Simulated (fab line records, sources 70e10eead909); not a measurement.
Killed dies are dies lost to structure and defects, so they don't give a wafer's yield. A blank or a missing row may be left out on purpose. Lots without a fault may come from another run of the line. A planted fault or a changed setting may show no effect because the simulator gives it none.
Tool commonality check | flow nand_harc | 12 lots, 39 wafers sampled

WHY IT WAS OPENED
At NHARC_P_GATE_CD_MEAS_46 the reading cd_nm is flagged on 1 of 12 lots. Wafers without a fault read 720.1 nm, standard deviation 1.6.
Rule: a lot is flagged when every wafer of it that has a number lies more than 4 standard deviations from that mean, or none has a number. The other lots count as sound.

lot  | measured     | on        | cd_nm (nm), wafer by wafer          | flag
L675 | day 5 12:06  | cd_sem-01 | 717.6 717.7 718.4                   |
L678 | day 6 00:50  | cd_sem-03 | 722.5 721.4 723.2                   |
L677 | day 6 01:23  | cd_sem-03 | 722.2 722.1 722.1                   |
L680 | day 6 17:50  | cd_sem-01 | 720.7 721.8 722.3                   |
L682 | day 7 04:26  | cd_sem-01 | 657.7 657.9 657.5 658.0 658.1 657.9 | FLAGGED
L691 | day 9 11:40  | cd_sem-02 | 723.2 719.1 720.6                   |
L692 | day 9 11:52  | cd_sem-03 | 721.7 721.7 718.7                   |
L694 | day 9 21:14  | cd_sem-01 | 717.9 720.9 719.5                   |
L693 | day 9 21:23  | cd_sem-03 | 721.8 722.1 720.7                   |
L695 | day 10 13:14 | cd_sem-02 | 720.1 720.4 721.4                   |
L696 | day 10 14:00 | cd_sem-03 | 717.3 721.0 719.2                   |
L697 | day 11 04:43 | cd_sem-03 | 720.1 718.7 717.4                   |
The numbers of the flagged lots are 657.9 nm on average: -62.2 nm against the usual, or -39 standard deviations.

WHICH TOOL RAN EACH LOT
The record holds 2 process steps before the reading, out of a route of 1159 steps. In each cell: the tool, then ch and the chambers that the sampled wafers went through, then the start.
lot  | flag    | NHARC_P_GATE_ETCH_104              | NHARC_P_GATE_EXPOSE_43
L675 |         | rie_diel-04 ch 0,1,2, day 5 00:13  | krf_scanner-01 ch 0, day 5 11:56
L678 |         | rie_diel-01 ch 1,2, day 5 12:56    | krf_scanner-04 ch 0, day 6 00:40
L677 |         | rie_diel-04 ch 0,1,3, day 5 13:37  | krf_scanner-01 ch 0, day 6 01:14
L680 |         | rie_diel-13 ch 0,1,2, day 6 06:08  | krf_scanner-03 ch 0, day 6 17:41
L682 | FLAGGED | rie_diel-01 ch 0,1,3, day 6 16:42  | krf_scanner-01 ch 0, day 7 04:17
L691 |         | rie_diel-01 ch 1,2, day 8 23:52    | krf_scanner-03 ch 0, day 9 11:31
L692 |         | rie_diel-01 ch 0,1,2, day 8 23:40  | krf_scanner-01 ch 0, day 9 11:42
L694 |         | rie_diel-13 ch 0,2,3, day 9 09:34  | krf_scanner-03 ch 0, day 9 21:05
L693 |         | rie_diel-01 ch 0,1,3, day 9 09:34  | krf_scanner-01 ch 0, day 9 21:14
L695 |         | rie_diel-01 ch 0,1,2, day 10 01:32 | krf_scanner-04 ch 0, day 10 13:05
L696 |         | rie_diel-01 ch 0,1,3, day 10 02:06 | krf_scanner-01 ch 0, day 10 13:50
L697 |         | rie_diel-13 ch 0,2,3, day 10 15:48 | krf_scanner-01 ch 0, day 11 04:34
What these steps do:
- NHARC_P_GATE_ETCH_104: etches the open film in CF4/CHF3, target depth 60 nm.
- NHARC_P_GATE_EXPOSE_43: exposes mask P NSD, target cd 720 nm.
- NHARC_P_GATE_CD_MEAS_46: target cd 720 nm.

FLAGGED OVER TOTAL, TOOL BY TOOL (the gauges that took the reading come last)
step                    | tool           | lots run | flagged | share of the flagged lots | sound lots run after its first flagged lot
NHARC_P_GATE_ETCH_104   | rie_diel-01    | 7        | 1       | all                       | 5 (L692,L691,L693,L695,L696)
NHARC_P_GATE_ETCH_104   | rie_diel-04    | 2        | 0       | none                      | -
NHARC_P_GATE_ETCH_104   | rie_diel-13    | 3        | 0       | none                      | -
NHARC_P_GATE_EXPOSE_43  | krf_scanner-01 | 7        | 1       | all                       | 4 (L692,L693,L696,L697)
NHARC_P_GATE_EXPOSE_43  | krf_scanner-03 | 3        | 0       | none                      | -
NHARC_P_GATE_EXPOSE_43  | krf_scanner-04 | 2        | 0       | none                      | -
NHARC_P_GATE_CD_MEAS_46 | cd_sem-01      | 4        | 1       | all                       | 1 (L694)
NHARC_P_GATE_CD_MEAS_46 | cd_sem-02      | 2        | 0       | none                      | -
NHARC_P_GATE_CD_MEAS_46 | cd_sem-03      | 6        | 0       | none                      | -

WHAT THE TABLE ALLOWS
3 rows of the table ran every flagged lot: rie_diel-01 at NHARC_P_GATE_ETCH_104, krf_scanner-01 at NHARC_P_GATE_EXPOSE_43, cd_sem-01 at NHARC_P_GATE_CD_MEAS_46.
- rie_diel-01 at NHARC_P_GATE_ETCH_104: 1 of its 7 lots flagged. Sound lots ran on it after the first flagged one (L692, L691, L693, L695, L696), which a lasting fault on the whole tool wouldn't allow.
- krf_scanner-01 at NHARC_P_GATE_EXPOSE_43: 1 of its 7 lots flagged. Sound lots ran on it after the first flagged one (L692, L693, L696, L697), which a lasting fault on the whole tool wouldn't allow.
- cd_sem-01 at NHARC_P_GATE_CD_MEAS_46: 1 of its 4 lots flagged. Sound lots ran on it after the first flagged one (L694), which a lasting fault on the whole tool wouldn't allow.
No row of the table ran every flagged lot and no sound lot after the first.

WHAT THE SIMULATOR HAD PUT IN
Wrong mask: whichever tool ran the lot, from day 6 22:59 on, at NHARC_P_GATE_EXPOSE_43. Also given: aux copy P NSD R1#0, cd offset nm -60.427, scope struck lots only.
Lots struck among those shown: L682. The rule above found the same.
